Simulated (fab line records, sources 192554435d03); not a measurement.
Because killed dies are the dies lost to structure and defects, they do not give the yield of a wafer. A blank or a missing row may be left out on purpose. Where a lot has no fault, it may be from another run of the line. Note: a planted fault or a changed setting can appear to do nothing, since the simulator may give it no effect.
Which tool did it?	flow n5_finfet	Sampling: 9 lots, 26 wafers, 5 of 1938 route steps

WHAT THE GAUGES SHOWED, per wafer
N5_BEOL_M4_RC_MEAS_101.
lot	measured	on	DIBL_N (mV/V)
L485	day 8 07:40	prober-01	38.4 39.0 37.1
L488	day 9 01:20	prober-01	31.6 33.5 37.1
L496	day 10 19:24	prober-02	36.7 39.1 36.3
L497	day 11 10:10	prober-02	34.5 34.2 35.3
L502	day 12 08:00	prober-01	33.5 35.2
L503	day 12 17:44	prober-02	35.3 36.2 34.4
L505	day 13 06:49	prober-02	37.5 34.6 35.9
L506	day 13 22:55	prober-02	32.6 34.8 34.6
L507	day 14 02:04	prober-02	34.9 38.4 34.8

WHAT TOOL EACH LOT RAN ON (gives the tool, then ch and the chambers of the sampled wafers, and finally the start)
lot	N5_BEOL_M3_ETCH_63	N5_BEOL_M3_STRIP_66	N5_BEOL_M3_ALD_98	N5_BEOL_M3_TRENCH_ETCH_37
L485	rie_diel-03 ch 0,3, day 7 12:06	rie_diel-03 ch 0,3, day 7 12:15	ald_sin-01 ch 0,2,3, day 7 13:37	rie_diel-04 ch 0,1, day 8 07:40 or earlier
L488	rie_diel-01 ch 0,3, day 7 22:12	rie_diel-01 ch 0,3, day 7 22:21	ald_sin-04 ch 0,2,3, day 8 00:03	rie_diel-03 ch 0,1,2, day 9 01:20 or earlier
L496	rie_diel-01 ch 0,1,3, day 9 21:11	rie_diel-01 ch 0,1,3, day 9 21:21	ald_sin-01 ch 1,3, day 9 22:16	rie_diel-01 ch 2,3, day 10 19:24 or earlier
L497	rie_diel-01 ch 1,2,3, day 10 12:24	rie_diel-01 ch 1,2,3, day 10 12:34	ald_sin-01 ch 2,3, day 10 13:43	rie_diel-04 ch 2,3, day 11 10:10 or earlier
L502	rie_diel-03 ch 2,3, day 11 13:28	rie_diel-03 ch 2,3, day 11 13:38	ald_sin-03 ch 0,1, day 11 14:33	rie_diel-01 ch 1,2, day 12 08:00 or earlier
L503	rie_diel-01 ch 0,1,3, day 11 16:18	rie_diel-01 ch 0,1,3, day 11 16:28	ald_sin-04 ch 0,1,2, day 11 17:28	rie_diel-01 ch 2,3, day 12 17:44 or earlier
L505	rie_diel-01 ch 0,1,2, day 12 02:38	rie_diel-01 ch 0,1,2, day 12 02:48	ald_sin-01 ch 0,1,3, day 12 03:55	rie_diel-04 ch 0,3, day 13 06:49 or earlier
L506	rie_diel-03 ch 0,3, day 12 07:30	rie_diel-03 ch 0,3, day 12 07:44	ald_sin-01 ch 0,2,3, day 12 08:52	rie_diel-01 ch 0,3, day 13 22:55 or earlier
L507	rie_diel-01 ch 2,3, day 12 21:11	rie_diel-01 ch 2,3, day 12 21:20	ald_sin-03 ch 0,1,3, day 12 22:16	rie_diel-04 ch 1,2, day 14 02:04 or earlier
- N5_BEOL_M3_ETCH_63: etches SiARC in CF4, target depth 15.6 nm, time 26 s.
- N5_BEOL_M3_STRIP_66: strips in CF4.
- N5_BEOL_M3_ALD_98: deposits SiO2, target thk 2.5 nm, pulse time 1 s, co reactant pulse time 1 s.
- N5_BEOL_M3_TRENCH_ETCH_37: etches SiOC in C4F6/O2, target depth 55.555 nm, time 29.2 s.

THE ANSWER, worked out from the rows above alone
Rule: usual is defined by the lots themselves. The widest of any qualifying gaps counts: lots, ordered by their means at a reading, are off when they make up no more than a third of the lots, leave a main group of 4 or more, and stand apart from it by 3 or more times the standard deviation of that group's means. A main group whose means are all the same, to the digits that the tables above print for the reading, isn't used. Also off: a lot with no number at a reading for which 4 or more lots have one. The other lots that the step has rows for count as sound.
Across all readings shown, no lot is off: no conclusion can be drawn from this.

WHAT WAS PUT IN BY THE SIMULATOR
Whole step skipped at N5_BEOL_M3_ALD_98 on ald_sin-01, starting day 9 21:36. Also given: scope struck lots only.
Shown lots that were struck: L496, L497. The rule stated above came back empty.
